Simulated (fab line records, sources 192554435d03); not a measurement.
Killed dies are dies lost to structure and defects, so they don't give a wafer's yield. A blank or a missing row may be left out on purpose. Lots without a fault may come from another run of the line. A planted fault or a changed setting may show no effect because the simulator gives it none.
fab line records | flow n5_finfet | part 2 of 2: steps 5 to 6 of 6
record lots=24 wafers=72 last_day=18
route steps=1938 shown BEOL_M6@1247 BEOL_M7@1264 BEOL_M8@1354
lots that met no fault: from a run of the same line without faults
start_h: hours from the record's first day to the start of the lot's first wafer shown | wait_h: hours since the lot's step before | " the same as in the row above | L1.1+2: a row that stands for several wafers | - no value, or no start given | * or withheld: withheld | < > ~ a bound
route shown NAME@n: a module of which the file shows steps, and the number in the route of the first | usual: mean/standard deviation of fault-free wafers | same: alike in all rows | chamber/n: place in a boat | sites: the reading at each site | _std_site: their standard deviation | _edge_site: outer sites' mean less inner sites' | radius_mm: how far each site lies from the wafer's centre | mask NAME#n: copy n | behind: the tool/chamber that last shaped the wafer | hold: why the lot was held/for how many hours/how that ended | device: the transistor (n, p or np) that didn't switch | end of line: the same wafers' tests at the end of the route | a step without rows: its recipe alone | killed: dies lost to structure and defects at the first sort, not the wafer's yield | map: a wafer's dies, x killed, . not, _ none there
set.NAME: the setting as run; set.NAME@STEP: as run at that earlier step | model.NAME: the simulator's own value behind a step, which no gauge read
steps of the route over a sample of lots; a table a step, a row a wafer
services: from which hour (start_h, from the record's first day; less than 0 if before it) a tool's chamber was out of use, for how many hours, and why
## steps
# step N5_BEOL_M8_STRIP_19
# recipe chemistry=O2 power_w=400 temp_c=40 pressure_mtorr=30 rf_frequency_hz=6e+07 bias_power_w=0 overash_fraction=0.2 o2_flow_sccm=225
# usual drypump_motor_current_A=5.8/0.44 oes_product_au=0.79/0.098 rf_vpp_V=3.7/0.64 showerhead_plenum_p_Torr=2.06/0.075 throttle_valve_pct=16.75/0.3
# columns lot.wafer tool chamber start_h wait_h drypump_motor_current_A oes_product_au rf_hours_counter_h rf_vpp_V showerhead_plenum_p_Torr throttle_valve_pct
L074.1 rie_diel-05 3 199.83 0.1 5.8 0.71 225 3.0 2.06 16.73
L074.2 " 0 " " 5.6 0.85 68 3.9 2.03 16.47
L074.6 " 2 " " 6.2 0.92 - 3.2 2.14 16.57
L075.1 rie_diel-02 0 205.29 0.1 5.9 0.71 223 3.3 1.99 16.91
L075.4 " 2 " " 6.2 0.75 193 3.5 2.18 17.15
L075.5 " 3 " " 6.1 0.71 - 4.2 1.99 17.18
L076.1 rie_diel-02 1 207.04 0.1 5.0 0.72 193 3.6 1.99 16.64
L076.2 " 3 " " 6.1 0.71 207 3.0 1.98 17.18
L076.4 " 2 " " 6.2 0.74 193 3.5 2.18 17.15
L078.3 rie_diel-05 0 209.12 0.1 5.6 0.83 71 3.7 2.03 16.48
L078.5 " 2 " " 6.2 0.92 - 3.6 2.13 16.59
L078.6 " 1 " " 5.1 0.92 - 3.5 2.04 16.39
L077.2 rie_diel-05 0 212.98 0.1 5.7 0.84 72 4.0 2.03 16.49
L077.5 " 2 " " 6.2 0.90 - 3.3 2.13 16.59
L077.6 " 1 " " 5.1 0.92 - 3.5 2.04 16.38
L079.2 rie_diel-02 1 224.70 0.1 5.0 0.71 200 4.3 1.99 16.69
L079.4 " 3 " " 6.1 0.70 213 3.5 1.98 17.19
L079.5 " 3 " " 6.1 0.71 - 5.8 1.98 17.21
L080.3 rie_diel-06 0 243.39 0.1 5.8 0.89 43 3.7 2.05 16.56
L080.5 " 1 " " 6.0 0.72 - 3.8 2.08 16.93
L080.6 " 2 " " 5.9 0.90 - 4.6 2.06 16.30
L083.2 rie_diel-05 2 255.95 0.1 6.2 0.87 34 4.1 2.13 16.62
L083.5 " 2 " " 6.2 0.88 - 2.7 2.13 16.62
L083.6 " 3 " " 5.7 0.70 - 2.9 2.05 16.77
L081.1 rie_diel-05 2 256.08 0.1 6.2 0.88 34 4.2 2.13 16.62
L081.3 " 1 " " 5.1 0.90 50 4.1 2.04 16.39
L081.5 " 1 " " 5.1 0.88 - 3.1 2.04 16.40
L084.2 rie_diel-02 0 256.50 0.1 5.9 0.69 242 3.6 1.98 16.93
L084.3 " 3 " " 6.1 0.69 224 3.9 1.98 17.22
L084.6 " 0 " " 5.9 0.69 - 4.5 1.98 16.94
L082.1 rie_diel-05 2 258.78 0.1 6.3 0.87 35 3.2 2.13 16.64
L082.4 " 3 " " 5.7 0.69 - 3.3 2.05 16.79
L082.5 " 2 " " 6.2 0.87 - 4.6 2.13 16.62
L085.1 rie_diel-06 0 261.79 0.2 5.8 0.88 51 3.9 2.04 16.60
L085.5 " 2 " " 5.9 0.89 - 2.4 2.06 16.31
L085.6 " 1 " " 6.0 0.72 - 3.3 2.08 16.92
L087.1 rie_diel-05 0 262.03 0.2 5.6 0.83 85 3.4 2.02 16.50
L087.3 " 1 " " 5.1 0.89 53 3.7 2.03 16.41
L087.5 " 2 " " 6.3 0.87 - 4.1 2.13 16.63
L086.1 rie_diel-02 3 265.11 0.3 6.1 0.69 227 4.0 1.98 17.20
L086.2 " 0 " " 5.9 0.69 245 3.6 1.98 16.95
L086.3 " 2 " " 6.1 0.72 214 3.5 2.17 17.20
L089.1 rie_diel-02 3 292.37 0.1 6.1 0.68 238 4.2 1.98 17.22
L089.2 " 2 " " 6.1 0.71 225 2.8 2.16 17.21
L089.5 " 2 " " 6.1 0.71 - 2.4 2.16 17.22
L088.2 rie_diel-02 2 296.24 0.1 6.2 0.71 226 3.2 2.16 17.22
L088.3 " 1 " " 5.0 0.68 227 5.5 1.98 16.71
L088.5 " 3 " " 6.1 0.68 - 3.5 1.97 17.24
L090.3 rie_diel-06 2 296.56 0.1 5.9 0.87 55 5.0 2.05 16.33
L090.5 " 3 " " 6.2 0.72 - 2.9 2.00 16.85
L090.6 " 2 " " 5.9 0.87 - 3.5 2.05 16.35
L092.2 rie_diel-05 3 303.29 0.1 5.7 0.95 6 3.4 2.05 16.36
L092.3 " 2 " " 6.3 0.83 54 3.6 2.12 16.65
L092.5 " 1 " " 5.1 0.86 - 4.4 2.03 16.46
L091.2 rie_diel-02 2 303.76 0.4 6.2 0.72 229 3.6 2.16 17.22
L091.4 " 3 " " 6.1 0.69 - 3.8 1.97 17.22
L091.5 " 1 " " 5.0 0.69 - 5.5 1.98 16.71
L093.1 rie_diel-05 2 313.95 0.1 6.2 0.84 58 5.3 2.12 16.66
L093.3 " 0 " " 5.6 0.81 107 2.6 2.02 16.53
L093.6 " 1 " " 5.1 0.85 - 3.5 2.03 16.48
L095.3 rie_diel-02 1 324.66 0.1 5.0 0.69 237 3.5 1.98 16.74
L095.4 " 3 " " 6.1 0.68 250 3.2 1.97 17.26
L095.5 " 1 " " 5.0 0.68 - 3.4 1.98 16.73
L094.2 rie_diel-02 2 327.63 0.1 6.2 0.70 238 3.8 2.16 17.24
L094.3 " 1 " " 5.0 0.67 238 3.8 1.98 16.76
L094.5 " 2 " " 6.1 0.71 - 2.8 2.16 17.25
L097.1 rie_diel-05 3 334.98 0.1 5.8 0.91 19 3.3 2.04 16.36
L097.2 " 2 " " 6.2 0.83 65 4.4 2.12 16.66
L097.3 " 0 " " 5.6 0.79 115 2.8 2.01 16.57
L096.3 rie_diel-02 1 352.90 0.1 5.0 0.67 248 3.9 1.97 16.76
L096.4 " 3 " " 6.1 0.98 2 4.3 2.23 16.81
L096.5 " 1 " " 5.0 0.67 - 4.1 1.97 16.75
# step N5_BEOL_M8_OVL_MEAS_29
# recipe points_per_wafer=522
# usual V7_OVL=-0.5/0.72
# columns lot.wafer tool chamber start_h wait_h V7_OVL[nm]
L074.1 overlay-01 0 200.23 0.0 0.8
L074.2 " 0 " " 0.4
L074.6 " 0 " " 0.5
L075.1 overlay-01 0 205.73 0.0 -0.7
L075.4 " 0 " " -0.3
L075.5 " 0 " " -1.8
L076.1 overlay-01 0 207.57 0.0 -1.0
L076.2 " 0 " " -0.6
L076.4 " 0 " " -1.6
L078.3 overlay-02 0 210.74 0.0 -0.2
L078.5 " 0 " " -0.6
L078.6 " 0 " " 0.1
L077.2 overlay-02 0 213.72 0.0 -0.7
L077.5 " 0 " " -0.8
L077.6 " 0 " " -1.3
L079.2 overlay-02 0 225.65 0.0 -1.1
L079.4 " 0 " " -0.6
L079.5 " 0 " " -0.6
L080.3 overlay-02 0 245.21 0.0 -0.2
L080.5 " 0 " " 1.0
L080.6 " 0 " " 0.2
L083.2 overlay-02 0 256.77 0.0 -0.9
L083.5 " 0 " " -1.3
L083.6 " 0 " " -1.3
L081.1 overlay-01 0 256.93 0.0 -0.7
L081.3 " 0 " " -0.4
L081.5 " 0 " " -0.8
L084.2 overlay-02 0 256.98 0.0 -0.9
L084.3 " 0 " " 0.3
L084.6 " 0 " " 0.0
L082.1 overlay-02 0 260.16 0.0 -1.3
L082.4 " 0 " " -1.4
L082.5 " 0 " " -0.3
L085.1 overlay-01 0 262.22 0.0 -1.0
L085.5 " 0 " " -1.2
L085.6 " 0 " " 0.1
L087.1 overlay-02 0 262.43 0.0 0.1
L087.3 " 0 " " -0.6
L087.5 " 0 " " -0.2
L086.1 overlay-01 0 265.65 0.0 -1.1
L086.2 " 0 " " -0.6
L086.3 " 0 " " -1.5
L089.1 overlay-02 0 294.61 0.0 -0.3
L089.2 " 0 " " -0.8
L089.5 " 0 " " -0.5
L090.3 overlay-02 0 297.27 0.0 -0.2
L090.5 " 0 " " -1.5
L090.6 " 0 " " -2.2
L088.2 overlay-02 0 297.34 0.0 -0.8
L088.3 " 0 " " -0.7
L088.5 " 0 " " 0.0
L092.2 overlay-01 0 304.63 0.0 -0.5
L092.3 " 0 " " -0.9
L092.5 " 0 " " 0.6
L091.2 overlay-02 0 304.67 0.0 1.6
L091.4 " 0 " " 0.6
L091.5 " 0 " " 0.4
L093.1 overlay-01 0 314.49 0.0 -0.6
L093.3 " 0 " " -0.3
L093.6 " 0 " " 0.1
L095.3 overlay-02 0 326.36 0.0 -0.7
L095.4 " 0 " " -0.2
L095.5 " 0 " " 0.5
L094.2 overlay-02 0 328.08 0.0 -0.4
L094.3 " 0 " " -1.1
L094.5 " 0 " " -1.1
L097.1 overlay-02 0 336.68 0.0 -1.0
L097.2 " 0 " " -1.3
L097.3 " 0 " " -1.2
L096.3 overlay-01 0 356.89 0.0 -0.5
L096.4 " 0 " " -0.2
L096.5 " 0 " " -0.3
## services
# columns tool chamber start_h hours kind
rie_metal-01 0 173.63 9.6 repair
rie_diel-04 0 179.56 5.8 repair
rie_diel-02 2 180.54 3.9 repair
rie_diel-05 3 185.11 4.9 repair
rie_diel-04 3 185.77 45.5 repair
uv_cure-01 - 191.32 7.5 pm
rie_metal-02 0 229.56 9.1 repair
uv_cure-03 - 232.22 7.5 pm
rie_diel-02 - 243.77 0.4 repair
rie_diel-05 0 246.43 14.1 repair
rie_diel-04 1 246.44 6.6 repair
rie_diel-04 2 248.61 3.7 repair
rie_metal-02 - 250.37 0.5 repair
uv_cure-03 - 259.64 14.6 pm
uv_cure-01 - 269.13 2.1 pm
rie_diel-03 3 282.13 10.9 repair
rie_diel-02 0 286.55 12.4 repair
rie_diel-03 - 298.97 15.6 pm
rie_diel-02 - 320.74 3.6 repair
rie_diel-04 1 326.25 8.7 repair
rie_diel-02 2 328.81 3.2 repair
rie_diel-04 3 329.91 4.1 repair
rie_metal-02 - 340.53 4.3 pm
rie_diel-04 2 347.19 1.6 repair
